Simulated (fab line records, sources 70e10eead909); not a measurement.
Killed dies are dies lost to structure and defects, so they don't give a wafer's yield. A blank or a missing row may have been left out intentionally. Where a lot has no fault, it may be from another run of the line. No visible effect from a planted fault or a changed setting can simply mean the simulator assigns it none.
A struck lot beside a sound one | flow nand harc | 41 steps out of a route of 1159
Sound: wafers L830.1, L830.2, L830.6. Struck: wafer L817.3. (L817.1, L817.5 of the same lot were not struck and are left out.) The cause comes at the end.
At each step with rows: each side's tool, then ch and its chambers, then its first start. Under that, the readings that differ: sound wafers | struck wafers | difference of the means | sigmas: that difference in standard deviations of wafers without a fault.
alike: words and numbers the same on both sides, and readings whose means are apart by under 2 such deviations; not compared: readings that were withheld, readings missing a value for some wafer, numbers with overlapping values and no deviation given by the record, and bounds like >300 which may hide the same value.
The two part at a step that has a row with sigmas, a row that says differs or no value, or rows on one side only. Non-overlapping numbers with no deviation appear without sigmas and do not part them. Lack of a reading on every wafer of one side parts them only where that side has two or more wafers.

NHARC_A_M1_OVL_MEAS_10: pitch 240 nm.
  sound on overlay-01, day 21 22:26; struck on overlay-01, day 17 22:55
  alike: overlay x nm, overlay y nm
NHARC_A_M1_INSPECT_11:
  sound on defect inspect-02, day 21 22:28; struck on defect inspect-02, day 17 22:58
  alike: raw defect count
then, 3 steps without rows for these wafers: NHARC_A_M1_DESCUM_14 (chemistry O2, time 3 s); NHARC_A_M1_ETCH_35 (etches the open film in N2/H2, target depth 40 nm, overetch 12 nm, time 43.94 s); NHARC_A_M1_ETCH_15 (etches the open film in C4F8/Ar, target depth 182.5 nm, time 91.2 s).
NHARC_A_M1_CD_MEAS_16:
  sound on cd sem-03, day 21 22:50; struck on cd sem-02, day 17 23:20
  alike: cd nm
then, 5 steps without rows for these wafers: NHARC_A_M1_STRIP_18 (strips in N2/H2); NHARC_A_M1_ETCH_28 (etches the open film in CF4/N2, target depth 30 nm, time 72.99 s); NHARC_A_M1_STRIP_19 (strips in post etch residue remover, time 600 s); NHARC_A_M1_DEGAS_29 (time 60 s); NHARC_A_M1_PRE_CLEAN_30 (time 30 s).
NHARC_A_M1_PVD_20: deposits TaN, target thk 5 nm, time 8.06 s.
  sound on pvd sputter-01; struck on pvd sputter-01
  alike: throttle valve pct
NHARC_A_M1_PVD_21: deposits Cu, target thk 30 nm, time 20.49 s.
  sound on pvd sputter-01, day 21 23:47; struck on pvd sputter-01, day 18 00:17
  alike: throttle valve pct
then, 2 steps without rows for these wafers: NHARC_A_M1_ECD_22 (material Cu, target thk 400 nm); NHARC_A_M1_ANNEAL_31 (time 90 s).
NHARC_A_M1_CMP_23: polishes, t overpolish 20 s, target thk 154.34 nm.
  sound on cmp-04 ch 1,3, day 22 00:40; struck on cmp-04 ch 0, day 18 01:07
  reading                | sound          | struck | difference | sigmas
  time to endpoint s (s) | 24.5 23.6 25.0 | 30.5   | +6.1       | +3
  alike: edge zone pressure frac, motor current A, slurry flow ml min
after that, 1 step had no rows for these wafers: NHARC_A_M1_SRD_25.
NHARC_A_M1_INSPECT_27:
  sound on defect inspect-01, day 22 01:06; struck on defect inspect-02, day 18 01:36
  alike: raw defect count
then, 2 steps without rows for these wafers: NHARC_A_M1_PRE_CLEAN_32 (time 12 s); NHARC_A_M1_DEP_33 (deposits SiCN, target thk 30 nm).
NHARC_A_BONDPAD_DEP_00: deposits SiCN, target thk 250 nm.
  the record has rows for the sound wafers here (pecvd-01 ch 0,1,2, day 22 02:01) and none for the struck ones
then, 1 step without rows for these wafers: NHARC_A_BONDPAD_CMP_29 (polishes SiCN, target thk 200 nm).
NHARC_A_BONDPAD_THK_MEAS_30: measures by ellipsometry.
  the record has rows for the sound wafers here (film metro-01, day 22 02:38) and none for the struck ones
then, 10 steps without rows for these wafers: NHARC_A_BONDPAD_SRD_31; NHARC_A_BONDPAD_DEHYDRATE_01 (time 120 s); NHARC_A_BONDPAD_HMDS_02 (time 30 s); NHARC_A_BONDPAD_COAT_33 (time 65 s); NHARC_A_BONDPAD_COAT_03 (resist thk 600 nm); NHARC_A_BONDPAD_SOFTBAKE_04 (time 70 s); NHARC_A_BONDPAD_EBR_05; NHARC_A_BONDPAD_EXPOSE_06 (exposes mask A BPAD); NHARC_A_BONDPAD_PEB_07 (peb time 80 s); NHARC_A_BONDPAD_DEVELOP_08 (time 50 s).
NHARC_A_BONDPAD_CD_MEAS_09: the cd target is 500 nm.
  the record has rows for the sound wafers here (cd sem-03 ch 0, day 22 03:13) and none for the struck ones
NHARC_A_BONDPAD_OVL_MEAS_35:
  the record has rows for the sound wafers here (overlay-02, day 22 03:18) and none for the struck ones
then, 2 steps without rows for these wafers: NHARC_A_BONDPAD_HARDBAKE_10 (time 65 s); NHARC_A_BONDPAD_DESCUM_11 (chemistry O2, time 3 s).
NHARC_A_BONDPAD_ETCH_34: etches the open film in N2/H2, target depth 60 nm, overetch 18 nm, time 65.91 s.
  the record has rows for the sound wafers here (rie diel-07 ch 0,2,3, day 22 03:31) and none for the struck ones
NHARC_A_BONDPAD_ETCH_12: etches the open film in CHF3/O2, target depth 220 nm, time 110 s.
  the record has rows for the sound wafers here (rie diel-07 ch 0,1,3) and none for the struck ones
NHARC_A_BONDPAD_CD_MEAS_13:
  the record has rows for the sound wafers here (cd sem-02, day 22 03:44) and none for the struck ones
NHARC_END_SORT_01:
  only the struck wafers appear in the record here, on prober-01 ch 0 at day 19 13:59; the sound ones have no rows

WHERE THEY PART
Last at NHARC_END_SORT_01 as far as this record goes, first at NHARC_A_M1_CMP_23.

WHY: what the simulator had put in
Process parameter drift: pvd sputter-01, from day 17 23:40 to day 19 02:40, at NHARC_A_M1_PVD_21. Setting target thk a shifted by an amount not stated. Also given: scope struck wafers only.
